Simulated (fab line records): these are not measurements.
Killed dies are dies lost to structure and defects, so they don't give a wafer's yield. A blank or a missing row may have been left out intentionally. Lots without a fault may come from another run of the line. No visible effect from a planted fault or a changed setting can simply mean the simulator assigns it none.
Chamber matching || flow n5-finfet || N5_HKMG_FIN_HK_ALD_01 on ald-hk-01 has 4 sister chambers
The step deposits HfO2, target thk 1.6 nm, pulse time 3 s, purge time 3 s. 7 wafers are shown with their chamber, then 8 later ones without.

== WAFERS WITH THEIR CHAMBER ==
{"wafer": "L080.4", "chamber": 3, "precursor-pulse-height-rel": 0.999}
{"wafer": "L085.2", "chamber": 2, "precursor-pulse-height-rel": 0.985}
{"wafer": "L085.6", "chamber": 0, "precursor-pulse-height-rel": 1.000}
{"wafer": "L089.2", "chamber": 2, "precursor-pulse-height-rel": 1.017}
{"wafer": "L089.5", "chamber": 0, "precursor-pulse-height-rel": 1.011}
{"wafer": "L089.6", "chamber": 1, "precursor-pulse-height-rel": 1.003}
{"wafer": "L090.2", "chamber": 1, "precursor-pulse-height-rel": 0.992}

== WAFERS MISSING THEIR CHAMBER ==
{"wafer": "L090.3", "precursor-pulse-height-rel": 1.009}
{"wafer": "L090.5", "precursor-pulse-height-rel": 1.013}
{"wafer": "L094.2", "precursor-pulse-height-rel": 0.984}
{"wafer": "L094.4", "precursor-pulse-height-rel": 1.014}
{"wafer": "L094.6", "precursor-pulse-height-rel": 1.022}
{"wafer": "L096.1", "precursor-pulse-height-rel": 1.024}
{"wafer": "L096.5", "precursor-pulse-height-rel": 1.018}
{"wafer": "L096.6", "precursor-pulse-height-rel": 1.013}

== THE CHAMBER EACH PASSED THROUGH ==
{"wafer": "L090.3", "from the rows above": "can't be placed: 0 or 2 or 3 or 1", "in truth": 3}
{"wafer": "L090.5", "from the rows above": "can't be placed: 0 or 2 or 3 or 1", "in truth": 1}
{"wafer": "L094.2", "from the rows above": "can't be placed: 1 or 3 or 2 or 0", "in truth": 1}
{"wafer": "L094.4", "from the rows above": "can't be placed: 0 or 2 or 3 or 1", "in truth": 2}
{"wafer": "L094.6", "from the rows above": "can't be placed: 0 or 2 or 3 or 1", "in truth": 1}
{"wafer": "L096.1", "from the rows above": "can't be placed: 0 or 2 or 3 or 1", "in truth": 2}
{"wafer": "L096.5", "from the rows above": "can't be placed: 0 or 2 or 3 or 1", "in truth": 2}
{"wafer": "L096.6", "from the rows above": "can't be placed: 0 or 2 or 3 or 1", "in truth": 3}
0 of 8 placed correctly. Unplaceable from these rows: 8, with the true chamber sitting among the candidates in 8. Placed wrongly: 0.
How it was worked out, from the rows above alone: a wafer's distance from a chamber is the root of the sum, over the readings, of the square of ((its reading less the chamber's mean) divided by the reading's scatter). The wafer belongs to the nearest chamber; if the next one is less than 2 further off, it can't be placed. Each chamber's mean is taken over the wafers shown for it. How the scatter is found: for the shown wafers, subtract from each reading the mean of its chamber, square and add these, divide the total by (wafers less chambers), then take the root.
